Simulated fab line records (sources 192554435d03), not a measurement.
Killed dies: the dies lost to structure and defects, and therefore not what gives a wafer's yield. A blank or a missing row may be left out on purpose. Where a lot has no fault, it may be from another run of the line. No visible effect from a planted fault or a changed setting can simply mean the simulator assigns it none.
A lot that was struck, set against a sound lot | flow n5_finfet | 16 out of 1938 route steps
Sound: these wafers, L533.2, L533.3, L533.6. Struck: wafer L532.4 (L532.1, L532.6, from the same lot, were not struck and are left out); the cause is given at the end.
Per side, at each step with rows, come the tool, then ch with its chambers, and then its first start. Under that, the readings that differ: sound wafers | struck wafers | difference of the means | sigmas: that difference in standard deviations of wafers without a fault.
alike: readings with means less than 2 such deviations apart, plus words and numbers identical on both sides. not compared: withheld readings, readings lacking a value on some wafer, bounds such as >300 that could conceal the same value, and numbers that have no deviation in the record and whose values overlap.
The two part at a step that has a row with sigmas, a row that says differs or no value, or rows on one side only. Numbers that don't overlap but have no deviation are shown without sigmas and don't part them. A reading missing from all wafers of one side parts the sides only when that side holds two or more wafers.

first, 8 steps without rows for these wafers: N5_BEOL_M4_COAT_62 (time 60 s, resist thk 12 nm); N5_BEOL_M4_COAT_73 (time 60 s, resist thk 5 nm); N5_BEOL_M4_COAT_05 (resist thk 30 nm); N5_BEOL_M4_EBR_07; N5_BEOL_M4_SOFTBAKE_06 (time 60 s); N5_BEOL_M4_EXPOSE_08 (exposes mask M4); N5_BEOL_M4_PEB_09 (peb time 60 s); N5_BEOL_M4_DEVELOP_10 (develop time 30 s).
N5_BEOL_M4_CD_MEAS_11 targets a cd of 16.79 nm.
  sound on cd_sem-03 ch 0, day 14 04:46; struck on cd_sem-02 ch 0, day 14 03:35
  alike: cd_nm
N5_BEOL_M4_OVL_MEAS_12:
  sound on overlay-01 ch 0, day 14 04:49; struck on overlay-02 ch 0, day 14 03:37
  alike: M4_OVL
N5_BEOL_M4_INSPECT_13: inspects for defects (brightfield).
  sound: defect_inspect-02 at day 14 04:52; struck: defect_inspect-01 at day 14 03:41
  alike: raw_defect_count
N5_BEOL_M4_DESCUM_16: chemistry O2, time 7 s.
  sound on rie_diel-06 ch 0,2, day 14 05:11; struck on rie_diel-05 ch 2, day 14 03:43
  reading                     | sound             | struck | difference | sigmas
  drypump_motor_current_A (A) | 5.28 5.55 5.51    | 5.91   | +0.46      | +2
  rf_fwd_power_W (W)          | 49.58 48.89 48.88 | 49.77  | +0.65      | +3
  alike: oes_product_au, rf_vpp_V, showerhead_plenum_p_Torr, throttle_valve_pct
  not compared: rf_hours_counter_h
N5_BEOL_M4_ETCH_74: etches underlayer in N2/H2, target depth 6.5 nm, time 5.2 s.
  sound on rie_diel-06 ch 0,2, day 14 05:13; struck on rie_diel-05 ch 2, day 14 03:45
  reading                     | sound          | struck | difference | sigmas
  drypump_motor_current_A (A) | 5.27 5.54 5.55 | 5.93   | +0.48      | +2
  etch_rf_on_time_s (s)       | 5.26 5.30 5.29 | 7.19   | +1.91      | +22
  alike: oes_product_au, rf_fwd_power_W, rf_vpp_V, showerhead_plenum_p_Torr, throttle_valve_pct
  not compared: rf_hours_counter_h
N5_BEOL_M4_ETCH_63: etches SiARC in CF4, target depth 15.6 nm, time 26 s.
  sound on rie_diel-06 ch 0,2, day 14 05:14; struck on rie_diel-05 ch 2, day 14 03:46
  alike: drypump_motor_current_A, etch_rf_on_time_s, oes_product_au, rf_fwd_power_W, rf_vpp_V, showerhead_plenum_p_Torr, throttle_valve_pct
  not compared: rf_hours_counter_h
N5_BEOL_M4_RC_MEAS_101:
  sound on prober-01 ch 0, day 15 08:47; struck on prober-01 ch 0, day 14 22:22
  alike: DIBL_N, DIBL_P, IOFF_N, IOFF_P, ION_N, ION_P, SS_N, SS_P, VT_N, VT_P
next, for these wafers, 1 step has no rows: N5_PASSIVATION_PROBE_49.

== WHERE THEY PART ==
Earliest at N5_BEOL_M4_DESCUM_16; latest, in this record, at N5_BEOL_M4_ETCH_74. Later steps at which nothing parts them and some readings are alike: N5_BEOL_M4_ETCH_63, N5_BEOL_M4_RC_MEAS_101.

WHY: what the simulator had put in
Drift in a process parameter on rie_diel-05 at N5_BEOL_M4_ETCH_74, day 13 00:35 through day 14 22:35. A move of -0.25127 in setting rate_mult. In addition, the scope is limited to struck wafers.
